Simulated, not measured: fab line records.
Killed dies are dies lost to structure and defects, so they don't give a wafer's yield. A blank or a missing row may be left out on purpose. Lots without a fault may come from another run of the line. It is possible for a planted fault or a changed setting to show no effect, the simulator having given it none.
fab line records	flow n5_finfet
record: lots: 24	wafers: 72	last_day: 19
route steps=1938 shown BEOL_M3@997 BEOL_M4@1036
lots untouched by any fault: they come from a run of this same line in which no faults occurred
start_h: hours from the record's first day to the start of the lot's first wafer shown	wait_h: hours elapsed since this lot's preceding step	" as in the row above	L1.1+2: several wafers, shown together as one row	- either no value or no given start	* or withheld: withheld	< > ~ a bound
route shown NAME@n: names a module that has steps shown in the file, with the first one's number in the route	usual: the fault-free wafers' mean and standard deviation	same: alike in all rows	chamber/n: place in a boat	sites: each site's reading	_std_site: standard deviation across them	_edge_site: the outer-site mean with the inner-site mean subtracted	radius_mm: how far each site lies from the wafer's centre	mask NAME#n: copy n	behind: tool/chamber where the wafer was last shaped	hold: what put the lot on hold/how long, in hours/how the hold closed	device: whichever transistor did not switch (one of n, p or np)	end of line: the route-end tests of the same wafers	a step with no rows: only its recipe	killed: dies that structure and defects cost at the first sort, which is not the same as the wafer's yield	map: per-die view of a wafer (x killed, . not killed, _ where there is no die)
set.NAME: setting as actually run; set.NAME@STEP: the setting as run at that earlier step	model.NAME: the simulator's own value behind a step, which no gauge read
a sample of lots followed through the steps of the route, with each step as a table and each wafer as a row
services: the hour from which a tool's chamber was out of use, counted from the record's first day as start_h (under 0 if before that day), plus the number of hours and why
== steps ==
step: N5_BEOL_M3_ANNEAL_80
recipe: temp_c: 400	time_s: 240	ambient: vacuum
usual: heater_power_w: 840/75
lot.wafer	tool	chamber	start_h	wait_h	heater_power_w
L074.1	pvd_sputter-03	-	149.08	0.0	933
L074.2	"	-	"	"	970
L074.3	"	-	"	"	766
L075.1	pvd_sputter-01	-	159.06	0.0	768
L075.2	"	-	"	"	785
L075.5	"	-	"	"	807
L076.1	pvd_sputter-01	-	160.90	0.0	792
L076.2	"	-	"	"	807
L076.5	"	-	"	"	814
L077.1	pvd_sputter-02	-	162.43	0.0	777
L077.2	"	-	"	"	785
L077.5	"	-	"	"	767
L078.1	pvd_sputter-03	-	174.95	0.0	945
L078.3	"	-	"	"	752
L078.6	"	-	"	"	954
L079.2	pvd_sputter-01	-	177.81	0.0	786
L079.3	"	-	"	"	798
L079.6	"	-	"	"	781
L080.1	pvd_sputter-02	-	193.77	0.0	781
L080.2	"	-	"	"	804
L080.6	"	-	"	"	788
L081.2	pvd_sputter-01	-	195.59	0.0	816
L081.5	"	-	"	"	818
L081.6	"	-	"	"	790
L082.1	pvd_sputter-03	-	198.75	0.0	927
L082.2	"	-	"	"	998
L082.5	"	-	"	"	797
L083.1	pvd_sputter-03	-	202.73	0.0	994
L083.4	"	-	"	"	942
L083.6	"	-	"	"	1001
L084.4	pvd_sputter-01	-	207.51	0.0	773
L084.5	"	-	"	"	793
L084.6	"	-	"	"	791
L085.2	pvd_sputter-02	-	208.28	0.0	814
L085.4	"	-	"	"	766
L085.5	"	-	"	"	913
L086.1	pvd_sputter-02	-	233.21	0.0	894
L086.2	"	-	"	"	778
L086.6	"	-	"	"	795
L089.1	pvd_sputter-01	-	240.81	0.0	802
L089.5	"	-	"	"	779
L089.6	"	-	"	"	825
L087.4	pvd_sputter-02	-	241.09	0.0	785
L087.5	"	-	"	"	801
L087.6	"	-	"	"	790
L088.1	pvd_sputter-03	-	252.49	0.0	969
L088.3	"	-	"	"	869
L088.5	"	-	"	"	925
L091.2	pvd_sputter-03	-	254.45	0.0	864
L091.3	"	-	"	"	930
L091.4	"	-	"	"	1019
L090.1	pvd_sputter-01	-	257.53	0.0	796
L090.2	"	-	"	"	832
L090.5	"	-	"	"	809
L092.1	pvd_sputter-01	-	264.07	0.0	811
L092.2	"	-	"	"	789
L092.6	"	-	"	"	794
L093.3	pvd_sputter-03	-	270.35	0.0	981
L093.5	"	-	"	"	953
L093.6	"	-	"	"	1010
L094.1	pvd_sputter-01	-	292.18	0.0	776
L094.4	"	-	"	"	833
L094.5	"	-	"	"	796
L096.2	pvd_sputter-03	-	300.36	0.0	991
L096.5	"	-	"	"	875
L096.6	"	-	"	"	985
L097.1	pvd_sputter-02	-	308.40	0.0	796
L097.3	"	-	"	"	898
L097.6	"	-	"	"	907
L095.2	pvd_sputter-03	-	322.08	0.0	769
L095.3	"	-	"	"	871
L095.6	"	-	"	"	952
step: N5_BEOL_M3_SPUTTER_88
recipe: material: Cu	target_thk_a: 45	temp_c: -20	chamber_pressure_pa: 0.07	power_w: withheld	time_s: 8.29
usual: throttle_valve_pct: 30.3/1.4
lot.wafer	tool	chamber	start_h	wait_h	throttle_valve_pct
L074.1	pvd_sputter-03	-	149.66	0.1	29.3
L074.2	"	-	"	"	27.5
L074.3	"	-	"	"	28.9
L075.1	pvd_sputter-01	-	159.64	0.1	30.9
L075.2	"	-	"	"	31.1
L075.5	"	-	"	"	32.6
L076.1	pvd_sputter-01	-	161.48	0.1	32.4
L076.2	"	-	"	"	31.2
L076.5	"	-	"	"	32.4
L077.1	pvd_sputter-02	-	163.01	0.1	31.7
L077.2	"	-	"	"	30.6
L077.5	"	-	"	"	30.2
L078.1	pvd_sputter-03	-	175.53	0.1	29.3
L078.3	"	-	"	"	28.4
L078.6	"	-	"	"	29.0
L079.2	pvd_sputter-01	-	178.39	0.1	32.7
L079.3	"	-	"	"	31.2
L079.6	"	-	"	"	31.1
L080.1	pvd_sputter-02	-	194.35	0.1	30.4
L080.2	"	-	"	"	31.8
L080.6	"	-	"	"	31.6
L081.2	pvd_sputter-01	-	196.17	0.1	32.6
L081.5	"	-	"	"	31.3
L081.6	"	-	"	"	31.1
L082.1	pvd_sputter-03	-	199.33	0.1	29.2
L082.2	"	-	"	"	27.5
L082.5	"	-	"	"	28.8
L083.1	pvd_sputter-03	-	203.31	0.1	27.5
L083.4	"	-	"	"	29.1
L083.6	"	-	"	"	27.4
L084.4	pvd_sputter-01	-	208.09	0.1	30.9
L084.5	"	-	"	"	31.1
L084.6	"	-	"	"	32.5
L085.2	pvd_sputter-02	-	208.86	0.1	30.4
L085.4	"	-	"	"	30.3
L085.5	"	-	"	"	29.8
L086.1	pvd_sputter-02	-	233.79	0.1	30.0
L086.2	"	-	"	"	29.9
L086.6	"	-	"	"	30.5
L089.1	pvd_sputter-01	-	241.39	0.1	31.3
L089.5	"	-	"	"	31.1
L089.6	"	-	"	"	31.4
L087.4	pvd_sputter-02	-	241.67	0.1	30.0
L087.5	"	-	"	"	30.6
L087.6	"	-	"	"	31.9
L088.1	pvd_sputter-03	-	253.07	0.1	27.6
L088.3	"	-	"	"	30.4
L088.5	"	-	"	"	29.3
L091.2	pvd_sputter-03	-	255.03	0.1	30.2
L091.3	"	-	"	"	29.5
L091.4	"	-	"	"	27.3
L090.1	pvd_sputter-01	-	258.11	0.1	30.7
L090.2	"	-	"	"	31.3
L090.5	"	-	"	"	31.3
L092.1	pvd_sputter-01	-	264.65	0.1	32.3
L092.2	"	-	"	"	31.0
L092.6	"	-	"	"	32.8
L093.3	pvd_sputter-03	-	270.93	0.1	27.7
L093.5	"	-	"	"	29.7
L093.6	"	-	"	"	27.4
L094.1	pvd_sputter-01	-	292.76	0.1	31.3
L094.4	"	-	"	"	31.1
L094.5	"	-	"	"	31.0
L096.2	pvd_sputter-03	-	300.94	0.1	27.4
L096.5	"	-	"	"	30.1
L096.6	"	-	"	"	27.8
L097.1	pvd_sputter-02	-	308.98	0.1	30.5
L097.3	"	-	"	"	29.8
L097.6	"	-	"	"	29.9
L095.2	pvd_sputter-03	-	322.66	0.1	28.8
L095.3	"	-	"	"	30.3
L095.6	"	-	"	"	29.4
step: N5_BEOL_M3_SPUTTER_94
recipe: material: Cu	target_thk_a: 45	temp_c: -20	chamber_pressure_pa: 0.07	power_w: withheld	time_s: 8.29
usual: throttle_valve_pct: 30.3/1.4
lot.wafer	tool	chamber	start_h	wait_h	throttle_valve_pct
L074.1	pvd_sputter-03	-	150.32	0.1	29.4
L074.2	"	-	"	"	27.7
L074.3	"	-	"	"	29.0
L075.1	pvd_sputter-01	-	160.30	0.1	31.3
L075.2	"	-	"	"	30.9
L075.5	"	-	"	"	32.5
L076.1	pvd_sputter-01	-	162.14	0.1	32.3
L076.2	"	-	"	"	31.1
L076.5	"	-	"	"	32.5
L077.1	pvd_sputter-02	-	163.67	0.1	31.6
L077.2	"	-	"	"	30.4
L077.5	"	-	"	"	29.9
L078.1	pvd_sputter-03	-	176.19	0.1	29.5
L078.3	"	-	"	"	29.0
L078.6	"	-	"	"	29.1
L079.2	pvd_sputter-01	-	179.05	0.1	32.5
L079.3	"	-	"	"	31.1
L079.6	"	-	"	"	31.0
L080.1	pvd_sputter-02	-	195.01	0.1	30.4
L080.2	"	-	"	"	31.8
L080.6	"	-	"	"	31.8
L081.2	pvd_sputter-01	-	196.83	0.1	32.5
L081.5	"	-	"	"	31.2
L081.6	"	-	"	"	30.8
L082.1	pvd_sputter-03	-	199.99	0.1	29.3
L082.2	"	-	"	"	27.5
L082.5	"	-	"	"	29.0
L083.1	pvd_sputter-03	-	203.97	0.1	27.5
L083.4	"	-	"	"	29.6
L083.6	"	-	"	"	27.6
L084.4	pvd_sputter-01	-	208.75	0.1	30.9
L084.5	"	-	"	"	31.1
L084.6	"	-	"	"	32.3
L085.2	pvd_sputter-02	-	209.52	0.1	30.5
L085.4	"	-	"	"	29.8
L085.5	"	-	"	"	29.9
L086.1	pvd_sputter-02	-	234.45	0.1	29.9
L086.2	"	-	"	"	30.2
L086.6	"	-	"	"	30.6
L089.1	pvd_sputter-01	-	242.05	0.1	31.0
L089.5	"	-	"	"	30.7
L089.6	"	-	"	"	31.5
L087.4	pvd_sputter-02	-	242.33	0.1	30.1
L087.5	"	-	"	"	30.5
L087.6	"	-	"	"	32.0
L088.1	pvd_sputter-03	-	253.73	0.1	27.5
L088.3	"	-	"	"	30.2
L088.5	"	-	"	"	29.5
L091.2	pvd_sputter-03	-	255.69	0.1	30.3
L091.3	"	-	"	"	29.6
L091.4	"	-	"	"	27.4
L090.1	pvd_sputter-01	-	258.77	0.1	31.0
L090.2	"	-	"	"	31.7
L090.5	"	-	"	"	31.3
L092.1	pvd_sputter-01	-	265.31	0.1	32.4
L092.2	"	-	"	"	31.1
L092.6	"	-	"	"	32.3
L093.3	pvd_sputter-03	-	271.59	0.1	27.6
L093.5	"	-	"	"	29.3
L093.6	"	-	"	"	27.4
L094.1	pvd_sputter-01	-	293.42	0.1	31.1
L094.4	"	-	"	"	31.3
L094.5	"	-	"	"	31.1
L096.2	pvd_sputter-03	-	301.60	0.1	27.4
L096.5	"	-	"	"	30.2
L096.6	"	-	"	"	27.6
L097.1	pvd_sputter-02	-	309.64	0.1	30.6
L097.3	"	-	"	"	29.8
L097.6	"	-	"	"	30.0
L095.2	pvd_sputter-03	-	323.32	0.1	28.9
L095.3	"	-	"	"	30.2
L095.6	"	-	"	"	29.2
step: N5_BEOL_M4_INSPECT_13
recipe: mode: adi	inspect_instrument: brightfield
usual: raw_defect_count: 435/95
lot.wafer	tool	chamber	start_h	wait_h	raw_defect_count
L074.1	defect_inspect-02	-	153.89	0.1	329
L074.2	"	-	"	"	308
L074.3	"	-	"	"	428
L075.1	defect_inspect-01	-	167.10	0.1	296
L075.2	"	-	"	"	537
L075.5	"	-	"	"	379
L076.1	defect_inspect-01	-	169.75	0.1	492
L076.2	"	-	"	"	497
L076.5	"	-	"	"	406
L077.1	defect_inspect-02	-	171.12	0.1	391
L077.2	"	-	"	"	349
L077.5	"	-	"	"	512
L078.1	defect_inspect-02	-	183.15	0.1	367
L078.3	"	-	"	"	503
L078.6	"	-	"	"	561
L079.2	defect_inspect-01	-	184.03	0.0	621
L079.3	"	-	"	"	452
L079.6	"	-	"	"	516
L080.1	defect_inspect-01	-	197.82	0.1	330
L080.2	"	-	"	"	361
L080.6	"	-	"	"	408
L081.2	defect_inspect-02	-	200.66	0.0	306
L081.5	"	-	"	"	362
L081.6	"	-	"	"	352
L082.1	defect_inspect-01	-	202.51	0.1	372
L082.2	"	-	"	"	523
L082.5	"	-	"	"	403
L083.1	defect_inspect-02	-	207.01	0.1	412
L083.4	"	-	"	"	502
L083.6	"	-	"	"	576
L084.4	defect_inspect-01	-	212.89	0.0	378
L084.5	"	-	"	"	356
L084.6	"	-	"	"	416
L085.2	defect_inspect-02	-	213.30	0.0	460
L085.4	"	-	"	"	497
L085.5	"	-	"	"	516
L086.1	defect_inspect-01	-	237.39	0.1	431
L086.2	"	-	"	"	467
L086.6	"	-	"	"	462
L089.1	defect_inspect-01	-	244.32	0.1	685
L089.5	"	-	"	"	534
L089.6	"	-	"	"	513
L087.4	defect_inspect-01	-	244.37	0.0	324
L087.5	"	-	"	"	388
L087.6	"	-	"	"	608
L088.1	defect_inspect-01	-	256.76	0.1	393
L088.3	"	-	"	"	403
L088.5	"	-	"	"	294
L091.2	defect_inspect-01	-	259.66	0.0	438
L091.3	"	-	"	"	291
L091.4	"	-	"	"	370
L090.1	defect_inspect-01	-	261.55	0.1	351
L090.2	"	-	"	"	313
L090.5	"	-	"	"	344
L092.1	defect_inspect-02	-	268.58	0.1	431
L092.2	"	-	"	"	458
L092.6	"	-	"	"	468
L093.3	defect_inspect-02	-	273.78	0.0	488
L093.5	"	-	"	"	612
L093.6	"	-	"	"	457
L094.1	defect_inspect-02	-	295.80	0.1	411
L094.4	"	-	"	"	470
L094.5	"	-	"	"	396
L096.2	defect_inspect-02	-	306.52	0.0	411
L096.5	"	-	"	"	392
L096.6	"	-	"	"	296
L097.1	defect_inspect-01	-	313.03	0.1	511
L097.3	"	-	"	"	574
L097.6	"	-	"	"	384
L095.2	defect_inspect-01	-	325.49	0.0	397
L095.3	"	-	"	"	460
L095.6	"	-	"	"	391
step: N5_BEOL_M4_HM_OPEN_17
recipe: chemistry: Cl2/BCl3	target_depth_a: 200	overetch_a: 60	target: TiN	mask_material: SOC	ion_energy_ev: 150	pressure_mtorr: 10	icp_w: 1000	bias_w: 126	Cl2_flow_sccm: 53.25	bcl3_flow_sccm: 21.75	Ar_flow_sccm: 25
usual: drypump_motor_current_A: 6.04/0.28	oes_product_au: 0.68/0.088	throttle_valve_pct: 22.01/0.14
lot.wafer	tool	chamber	start_h	wait_h	drypump_motor_current_A	oes_product_au	rf_hours_counter_h	throttle_valve_pct
L074.1	rie_metal-01	1	155.82	0.0	6.42	0.61	54	21.87
L074.2	"	1	"	"	6.43	0.62	-	21.86
L074.3	"	1	"	"	6.40	0.62	-	21.85
L075.1	rie_metal-03	0	167.39	0.0	5.87	0.73	22	22.27
L075.2	"	0	"	"	5.84	0.72	-	22.28
L075.5	"	0	"	"	5.88	0.72	-	22.27
L076.1	rie_metal-01	1	170.04	0.0	6.41	0.61	56	21.88
L076.2	"	1	"	"	6.37	0.61	-	21.87
L076.5	"	1	"	"	6.38	0.61	-	21.85
L077.1	rie_metal-02	0	171.40	0.0	5.65	0.77	9	22.10
L077.2	"	1	"	"	6.34	0.56	92	21.91
L077.5	"	1	"	"	6.29	0.56	-	21.91
L078.1	rie_metal-02	0	183.96	0.0	5.62	0.77	10	22.08
L078.3	"	0	"	"	5.69	0.78	-	22.09
L078.6	"	0	"	"	5.64	0.79	-	22.08
L079.2	rie_metal-02	1	184.74	0.0	6.25	0.57	93	21.91
L079.3	"	0	"	"	5.62	0.78	-	22.11
L079.6	"	0	"	"	5.63	0.77	-	22.09
L080.1	rie_metal-02	0	198.11	0.0	5.62	0.78	10	22.08
L080.2	"	1	"	"	6.32	0.58	94	21.89
L080.6	"	0	"	"	5.60	0.78	-	22.08
L081.2	rie_metal-02	1	201.03	0.0	6.27	0.57	94	21.92
L081.5	"	0	"	"	5.62	0.77	-	22.08
L081.6	"	1	"	"	6.27	0.58	-	21.89
L082.1	rie_metal-02	0	202.80	0.0	5.61	0.77	11	22.11
L082.2	"	1	"	"	6.31	0.56	95	21.89
L082.5	"	1	"	"	6.32	0.57	-	21.90
L083.1	rie_metal-02	0	207.30	0.0	5.60	0.78	11	22.07
L083.4	"	0	"	"	5.61	0.77	-	22.10
L083.6	"	1	"	"	6.30	0.57	-	21.91
L084.4	rie_metal-01	1	213.37	0.1	6.39	0.60	-	21.87
L084.5	"	1	"	"	6.44	0.61	-	21.88
L084.6	"	0	"	"	5.94	0.81	-	22.03
L085.2	rie_metal-01	0	213.64	0.0	5.96	0.81	4	22.02
L085.4	"	0	"	"	5.95	0.81	-	22.03
L085.5	"	0	"	"	5.96	0.81	-	22.04
L086.1	rie_metal-03	1	237.86	0.0	5.90	0.76	5	21.96
L086.2	"	0	"	"	5.85	0.70	29	22.28
L086.6	"	0	"	"	5.86	0.70	-	22.26
L089.1	rie_metal-01	0	244.61	0.0	5.95	0.80	6	22.02
L089.5	"	0	"	"	5.95	0.79	-	22.03
L089.6	"	1	"	"	6.39	0.60	-	21.88
L087.4	rie_metal-03	1	244.69	0.1	6.00	0.76	-	21.96
L087.5	"	0	"	"	5.81	0.71	-	22.27
L087.6	"	1	"	"	5.97	0.75	-	21.95
L088.1	rie_metal-01	0	257.04	0.0	5.96	0.79	7	22.04
L088.3	"	0	"	"	5.94	0.79	-	22.03
L088.5	"	0	"	"	5.93	0.80	-	22.03
L091.2	rie_metal-02	0	259.95	0.0	5.66	0.73	17	22.13
L091.3	"	1	"	"	6.30	0.55	-	21.93
L091.4	"	0	"	"	5.66	0.74	-	22.11
L090.1	rie_metal-01	1	261.83	0.0	6.34	0.61	65	21.86
L090.2	"	0	"	"	5.94	0.78	8	22.03
L090.5	"	0	"	"	5.94	0.78	-	22.03
L092.1	rie_metal-01	0	268.96	0.0	5.93	0.78	8	22.04
L092.2	"	1	"	"	6.41	0.59	66	21.88
L092.6	"	0	"	"	5.94	0.78	-	22.05
L093.3	rie_metal-03	0	274.54	0.1	5.85	0.69	-	22.30
L093.5	"	1	"	"	5.98	0.75	-	21.95
L093.6	"	0	"	"	5.86	0.69	-	22.31
L094.1	rie_metal-02	1	296.08	0.0	6.31	0.56	104	21.91
L094.4	"	1	"	"	6.26	0.55	-	21.91
L094.5	"	1	"	"	6.31	0.56	-	21.92
L096.2	rie_metal-03	0	306.86	0.0	5.80	0.70	35	22.29
L096.5	"	0	"	"	5.84	0.70	-	22.28
L096.6	"	1	"	"	5.96	0.73	-	21.95
L097.1	rie_metal-03	0	313.58	0.0	5.82	0.68	35	22.29
L097.3	"	1	"	"	6.00	0.74	-	21.97
L097.6	"	0	"	"	5.85	0.69	-	22.29
L095.2	rie_metal-01	1	325.83	0.0	6.39	0.58	71	21.90
L095.3	"	0	"	"	5.95	0.76	-	22.04
L095.6	"	0	"	"	5.96	0.76	-	22.06
step: N5_BEOL_M4_OVL_MEAS_29
recipe: points_per_wafer: 522
usual: V3_OVL: 0.1/0.63
lot.wafer	tool	chamber	start_h	wait_h	V3_OVL[nm]
L074.1	overlay-01	0	156.58	0.0	0.1
L074.2	"	0	"	"	0.2
L074.3	"	0	"	"	0.2
L075.1	overlay-02	0	168.01	0.0	-0.9
L075.2	"	0	"	"	-0.7
L075.5	"	0	"	"	-0.7
L076.1	overlay-01	0	170.78	0.0	0.4
L076.2	"	0	"	"	0.4
L076.5	"	0	"	"	0.5
L077.1	overlay-01	0	171.93	0.0	-0.1
L077.2	"	0	"	"	-0.5
L077.5	"	0	"	"	0.2
L078.1	overlay-02	0	184.57	0.0	0.3
L078.3	"	0	"	"	0.6
L078.6	"	0	"	"	0.4
L079.2	overlay-01	0	185.41	0.0	0.2
L079.3	"	0	"	"	-0.3
L079.6	"	0	"	"	-1.1
L080.1	overlay-02	0	198.66	0.0	-0.2
L080.2	"	0	"	"	0.5
L080.6	"	0	"	"	0.4
L081.2	overlay-01	0	201.73	0.0	0.3
L081.5	"	0	"	"	0.7
L081.6	"	0	"	"	0.5
L082.1	overlay-01	0	203.33	0.0	0.7
L082.2	"	0	"	"	-0.1
L082.5	"	0	"	"	0.1
L083.1	overlay-02	0	207.97	0.0	-0.7
L083.4	"	0	"	"	-1.3
L083.6	"	0	"	"	0.0
L084.4	overlay-02	0	214.03	0.0	0.0
L084.5	"	0	"	"	-0.6
L084.6	"	0	"	"	0.3
L085.2	overlay-02	0	214.30	0.0	0.8
L085.4	"	0	"	"	0.6
L085.5	"	0	"	"	0.8
L086.1	overlay-01	0	238.55	0.0	-0.7
L086.2	"	0	"	"	-0.8
L086.6	"	0	"	"	-0.8
L089.1	overlay-01	0	245.14	0.0	-0.1
L089.5	"	0	"	"	0.1
L089.6	"	0	"	"	0.3
L087.4	overlay-01	0	245.22	0.0	-0.3
L087.5	"	0	"	"	-0.1
L087.6	"	0	"	"	0.6
L088.1	overlay-01	0	257.58	0.0	-0.2
L088.3	"	0	"	"	-0.4
L088.5	"	0	"	"	0.2
L091.2	overlay-01	0	260.52	0.0	0.1
L091.3	"	0	"	"	-0.6
L091.4	"	0	"	"	-0.7
L090.1	overlay-01	0	262.36	0.0	0.7
L090.2	"	0	"	"	0.2
L090.5	"	0	"	"	0.8
L092.1	overlay-01	0	269.56	0.1	0.3
L092.2	"	0	"	"	0.2
L092.6	"	0	"	"	0.6
L093.3	overlay-02	0	275.06	0.0	-0.3
L093.5	"	0	"	"	-0.6
L093.6	"	0	"	"	-0.1
L094.1	overlay-01	0	296.61	0.0	-0.3
L094.4	"	0	"	"	0.6
L094.5	"	0	"	"	-0.1
L096.2	overlay-01	0	307.40	0.0	0.5
L096.5	"	0	"	"	-0.2
L096.6	"	0	"	"	0.5
L097.1	overlay-02	0	314.24	0.0	0.6
L097.3	"	0	"	"	1.2
L097.6	"	0	"	"	0.5
L095.2	overlay-02	0	326.37	0.0	0.7
L095.3	"	0	"	"	0.1
L095.6	"	0	"	"	0.5
== services ==
tool	chamber	start_h	hours	kind
rie_metal-03	-	129.22	1.4	pm
pvd_sputter-03	-	133.80	2.7	repair
rie_metal-01	0	155.68	-	clean
rie_metal-01	0	155.68	24.3	scheduled_down
rie_metal-01	0	155.68	24.3	vent_cycle
rie_metal-03	1	162.41	-	clean
rie_metal-03	1	162.41	16.8	scheduled_down
rie_metal-03	1	162.41	16.8	vent_cycle
rie_metal-01	-	179.36	0.6	repair
rie_metal-02	-	221.84	2.8	pm
rie_metal-03	-	230.33	0.4	repair
pvd_sputter-02	-	269.38	29.2	repair
rie_metal-02	-	314.27	1.4	pm
== key ==
fault none
